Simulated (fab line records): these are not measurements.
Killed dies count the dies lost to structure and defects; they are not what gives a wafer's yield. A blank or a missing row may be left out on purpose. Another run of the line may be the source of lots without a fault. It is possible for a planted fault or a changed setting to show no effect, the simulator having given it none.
Which tool is to blame?    flow n5_finfet    33 wafers from 11 lots sampled at 2 of the route's 1938 steps

== WHAT THE GAUGES READ, wafer by wafer ==
N5_BEOL_M14_INSPECT_55: inspects for defects (darkfield).
lot   measured      on                 raw_defect_count
L722  day 11 09:04  defect_inspect-02  53 64 69
L724  day 11 14:06  defect_inspect-02  94 67 64
L725  day 11 23:22  defect_inspect-02  75 81 80
L734  day 14 04:32  defect_inspect-01  64 65 82
L740  day 15 18:09  defect_inspect-02  53 107 67
L739  day 16 00:18  defect_inspect-01  67 51 54
L741  day 16 03:17  defect_inspect-02  70 53 51
L743  day 16 11:27  defect_inspect-02  59 39 29
L742  day 16 13:50  defect_inspect-02  49 29 60
L745  day 16 23:34  defect_inspect-02  85 105 59
L744  day 17 16:49  defect_inspect-01  65 65 52

== EACH LOT AND THE TOOL THAT RAN IT (in order: tool; ch and the chambers of the sampled wafers; start) ==
lot   N5_BEOL_M14_DEP_53
L722  pecvd-04 ch 1,2, day 11 08:59
L724  pecvd-02 ch 0,1,2, day 11 14:01
L725  pecvd-04 ch 0,1,2, day 11 23:17
L734  pecvd-03 ch 0,1,2, day 14 04:26
L740  pecvd-02 ch 1,2, day 15 18:04
L739  pecvd-04 ch 0,2, day 16 00:13
L741  pecvd-04 ch 0,1,2, day 16 03:11
L743  pecvd-04 ch 0,1,2, day 16 11:21
L742  pecvd-03 ch 1,2, day 16 13:44
L745  pecvd-04 ch 0,1,2, day 16 23:28
L744  pecvd-02 ch 0,2, day 17 16:44
- N5_BEOL_M14_DEP_53: deposits SiCN from 3MS/NH3, target thk 50 nm, time 17.8 s.

== THE ANSWER, worked out from the rows above alone ==
Rule: usual is defined by the lots themselves. The widest of any qualifying gaps counts: lots, ordered by their means at a reading, are off when they make up no more than a third of the lots, leave a main group of 4 or more, and stand apart from it by 3 or more times the standard deviation of that group's means. The tables above print the reading to a certain number of digits; a main group whose means all agree to those digits is not used. A lot without any number at a reading at which 4 lots or more have one is off too. The other lots that the step has rows for count as sound.
No lot is off on any of the readings shown, so nothing can be concluded from this.

== WHAT WAS PUT IN BY THE SIMULATOR ==
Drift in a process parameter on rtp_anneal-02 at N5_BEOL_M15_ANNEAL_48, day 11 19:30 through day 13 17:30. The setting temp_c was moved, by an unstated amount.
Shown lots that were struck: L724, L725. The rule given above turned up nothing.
